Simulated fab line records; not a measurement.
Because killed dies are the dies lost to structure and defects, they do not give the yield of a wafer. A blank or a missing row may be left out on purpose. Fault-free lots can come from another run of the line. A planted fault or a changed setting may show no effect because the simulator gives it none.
Chamber matching + flow nand harc + 4 sister chambers for NHARC_A_WL_FILL_ALD_02 on ald metal-04
The step deposits TiN, target thk 2 nm, pulse time 3 s, ald cycles 100. 4 wafers are shown with their chamber, then 10 later ones without.

WAFERS WITH THEIR CHAMBER
| wafer  | chamber | heater power w (W) |
|--------|---------|--------------------|
| L083.4 | 3       | 960                |
| L084.2 | 0       | 1026               |
| L088.1 | 2       | 1447               |
| L088.2 | 1       | 1089               |

WAFERS WITHOUT THEIR CHAMBER
| wafer  | heater power w (W) |
|--------|--------------------|
| L088.4 | 990                |
| L091.2 | 959                |
| L091.3 | 1469               |
| L091.4 | 997                |
| L094.2 | 978                |
| L094.3 | 1440               |
| L094.5 | 999                |
| L095.1 | 975                |
| L095.2 | 976                |
| L095.4 | 1103               |

WHICH CHAMBER EACH ONE RAN IN
| wafer  | from the rows above     | in truth |
|--------|-------------------------|----------|
| L088.4 | can't be placed: 3 or 0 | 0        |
| L091.2 | 3                       | 3        |
| L091.3 | 2                       | 2        |
| L091.4 | can't be placed: 0 or 3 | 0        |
| L094.2 | can't be placed: 3 or 0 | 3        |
| L094.3 | 2                       | 2        |
| L094.5 | can't be placed: 0 or 3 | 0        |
| L095.1 | can't be placed: 3 or 0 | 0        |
| L095.2 | can't be placed: 3 or 0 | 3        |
| L095.4 | 1                       | 1        |
4 of 10 placed correctly. Unplaceable from these rows: 6, with the true chamber sitting among the candidates in 6. Wrongly placed: 0.
How it was worked out, from the rows above alone: a wafer's distance from a chamber is the root of the sum, over the readings, of the square of ((its reading less the chamber's mean) divided by the reading's scatter). The wafer belongs to the nearest chamber; if the next one is less than 2 further off, it can't be placed. For every chamber, the mean is computed from those of its wafers that are shown. The scatter: root of mean squared gap, hidden wafer to nearest shown wafer, with one shown wafer a chamber.
